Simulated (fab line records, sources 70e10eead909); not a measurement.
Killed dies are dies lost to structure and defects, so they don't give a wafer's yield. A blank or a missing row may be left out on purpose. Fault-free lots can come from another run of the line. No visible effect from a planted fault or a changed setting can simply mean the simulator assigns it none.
Which tool was responsible? -- flow nand harc -- 39 wafers from 13 lots sampled at 4 of the route's 1302 steps

WHAT EACH GAUGE READ, for each wafer
NHARC_END_SORT_01.
lot,measured,on,killed at array,killed at other,killed at periphery,killed dies,killed open,killed short
L847,day 31 07:17,prober-01,52 654 53,1 0 0,1 8 1,54 662 54,2 7 3,2 2 1
L850,day 31 12:51,prober-02,669 53 46,0 1 0,3 0 4,672 54 50,2 3 4,4 5 3

TOOL THAT RAN EACH LOT (tool first, then ch and the chambers of the sampled wafers, then the start)
lot,NHARC_A_SGD_CUT_ETCH_15,NHARC_A_SGD_CUT_ETCH_16,NHARC_A_SGD_CUT_CMP_21
L835,"rie diel-11 ch 0,1,3, day 20 03:15 or earlier","rie diel-11 ch 2,3, day 20 03:15","cmp-03 ch 0,1,2, day 20 08:51"
L833,"rie diel-07 ch 0,1,2, day 20 04:20 or earlier","rie diel-07 ch 1,2, day 20 04:20","cmp-01 ch 0,2,3, day 20 08:49"
L836,"rie diel-07 ch 1,2, day 20 11:45 or earlier","rie diel-07 ch 1,2, day 20 11:45","cmp-01 ch 0,2,3, day 20 19:20"
L834,"rie diel-01 ch 0,2,3, day 20 14:31 or earlier","rie diel-01 ch 2,3, day 20 14:31","cmp-02 ch 1,2,3, day 20 19:20"
L838,"rie diel-07 ch 1,3, day 21 20:16 or earlier","rie diel-07 ch 0,1,3, day 21 20:16","cmp-03 ch 2,3, day 22 01:55"
L837,"rie diel-11 ch 0,1,2, day 21 20:46 or earlier","rie diel-11 ch 0,3, day 21 20:46","cmp-01 ch 1,2, day 22 01:56"
L839,"rie diel-11 ch 0,1,3, day 22 06:16 or earlier","rie diel-11 ch 0,2,3, day 22 06:16","cmp-03 ch 0,1,3, day 22 11:37"
L841,"rie diel-07 ch 0,3, day 23 20:55 or earlier","rie diel-07 ch 1,3, day 23 20:55","cmp-01 ch 0,3, day 24 01:55"
L847,"rie diel-07 ch 0,1, day 25 22:35 or earlier","rie diel-07 ch 0,1,3, day 25 22:35","cmp-01 ch 1,2, day 26 04:07"
L850,"rie diel-07 ch 0,2,3, day 26 07:08 or earlier","rie diel-07 ch 0,1,2, day 26 07:08","cmp-01 ch 0,2,3, day 26 12:44"
L852,"rie diel-11 ch 0,2, day 28 03:13 or earlier","rie diel-11 ch 0,1,3, day 28 03:13","cmp-01 ch 1,2, day 28 07:40"
L853,"rie diel-01 ch 0,2,3, day 28 05:26 or earlier","rie diel-01 ch 0,2,3, day 28 05:26","cmp-01 ch 0,3, day 28 07:50"
L855,"rie diel-11 ch 0,1, day 28 09:40 or earlier","rie diel-11 ch 0,1,2, day 28 09:40","cmp-01 ch 0,1,2, day 28 14:59"
- NHARC_A_SGD_CUT_ETCH_15: etches the open film in CH3F/O2, target depth 75 nm, time 64.3 s.
- NHARC_A_SGD_CUT_ETCH_16: etches the open film in C4F8/O2/Ar, target depth 310.5 nm, time 155.2 s.
- NHARC_A_SGD_CUT_CMP_21: polishes, target thk 148.19 nm.

AS READ BY THE TOOLS THEMSELVES (means over the sampled wafers that have a number; for cases with no such wafer, the mark the record gives instead)
NHARC_A_SGD_CUT_ETCH_15.
lot,tool,drypump motor current A (A),oes product au (a.u.),rf vpp V (V),run length s (s),showerhead plenum p Torr (Torr),throttle valve pct (%)
L835,rie diel-11,5.7,0.957,264.6,85.9,2.44,20.649
L833,rie diel-07,5.5,0.958,264.4,85.4,2.50,20.658
L836,rie diel-07,6.1,0.963,263.4,85.3,2.40,20.664
L834,rie diel-01,5.6,0.971,264.1,86.1,2.48,20.670
L838,rie diel-07,6.3,0.962,262.9,85.7,2.41,20.665
L837,rie diel-11,5.9,0.965,263.4,85.6,2.47,20.670
L839,rie diel-11,5.7,0.961,264.1,85.7,2.44,20.661
L841,rie diel-07,5.2,0.960,266.2,85.6,2.61,20.663
L847,rie diel-07,5.7,0.968,263.6,85.5,2.43,20.660
L850,rie diel-07,5.5,0.949,265.5,85.3,2.56,20.664
L852,rie diel-11,6.1,0.962,262.4,85.5,2.38,20.659
L853,rie diel-01,5.6,0.967,264.5,86.0,2.47,20.660
L855,rie diel-11,5.8,0.960,263.3,85.5,2.45,20.667

NHARC_A_SGD_CUT_ETCH_16.
lot,tool,oes product au (a.u.),rf vpp V (V),run length s (s)
L835,rie diel-11,0.983,728,176.5
L833,rie diel-07,0.969,722,176.0
L836,rie diel-07,0.978,723,175.8
L834,rie diel-01,0.984,724,177.3
L838,rie diel-07,0.965,726,176.3
L837,rie diel-11,0.970,722,177.1
L839,rie diel-11,0.973,723,176.5
L841,rie diel-07,0.977,721,176.4
L847,rie diel-07,0.972,725,182.5
L850,rie diel-07,0.965,725,181.9
L852,rie diel-11,0.971,722,176.7
L853,rie diel-01,0.976,724,176.9
L855,rie diel-11,0.961,723,176.3

NHARC_A_SGD_CUT_CMP_21.
lot,tool,motor current A (A),pad life wafers,retaining ring pressure frac,time to endpoint s (s)
L835,cmp-03,12.3,26,0.996,43.6
L833,cmp-01,12.6,253,0.996,50.3
L836,cmp-01,12.6,290,1.003,47.5
L834,cmp-02,12.2,200,1.000,47.5
L838,cmp-03,13.5,156,1.003,52.2
L837,cmp-01,12.9,55,0.994,49.1
L839,cmp-03,13.4,200,1.003,53.3
L841,cmp-01,12.6,222,0.999,49.3
L847,cmp-01,12.8,84,1.001,48.1
L850,cmp-01,12.5,135,1.002,49.0
L852,cmp-01,13.2,348,1.003,49.7
L853,cmp-01,12.5,355,0.996,46.3
L855,cmp-01,12.8,373,0.997,49.4

THE ANSWER, worked out from the rows above alone
Rule: usual is defined by the lots themselves. Put in order of their means at a reading, lots are off if they are a third of the lots or fewer, leave a main group of 4 or more, and stand apart from it by a gap of 3 or more times the standard deviation of the main group's means; of several such gaps the widest counts. A main group whose means are all the same, to the digits that the tables above print for the reading, isn't used. Also off: a lot with no number at a reading for which 4 or more lots have one. The other lots that the step has rows for count as sound. First the gauges in route order, then the tools' own readings, where a lot's mean is used as printed above. The first step at which some lot is off is used, and at that step the reading that is off furthest; a lot without a number counts as furthest.
Off, at NHARC_A_SGD_CUT_ETCH_16 on run length s: L847, L850. The main group: mean 176.5 s, standard deviation 0.43.
A tool fits if, at that step or a process step before it, it ran every lot that is off, and no sound lot after the first of them. Because NHARC_A_SGD_CUT_ETCH_15 lacks a start for some lots, the hours and order of its lots are taken from NHARC_A_SGD_CUT_ETCH_16. One candidate fits, namely rie diel-07 at NHARC_A_SGD_CUT_ETCH_15 and NHARC_A_SGD_CUT_ETCH_16. At NHARC_A_SGD_CUT_ETCH_15 its last sound lot is L841 (day 23 20:55), its first lot that is off L847 (day 25 22:35): a fault that began between those two fits.

WHAT HAD BEEN PUT IN BY THE SIMULATOR
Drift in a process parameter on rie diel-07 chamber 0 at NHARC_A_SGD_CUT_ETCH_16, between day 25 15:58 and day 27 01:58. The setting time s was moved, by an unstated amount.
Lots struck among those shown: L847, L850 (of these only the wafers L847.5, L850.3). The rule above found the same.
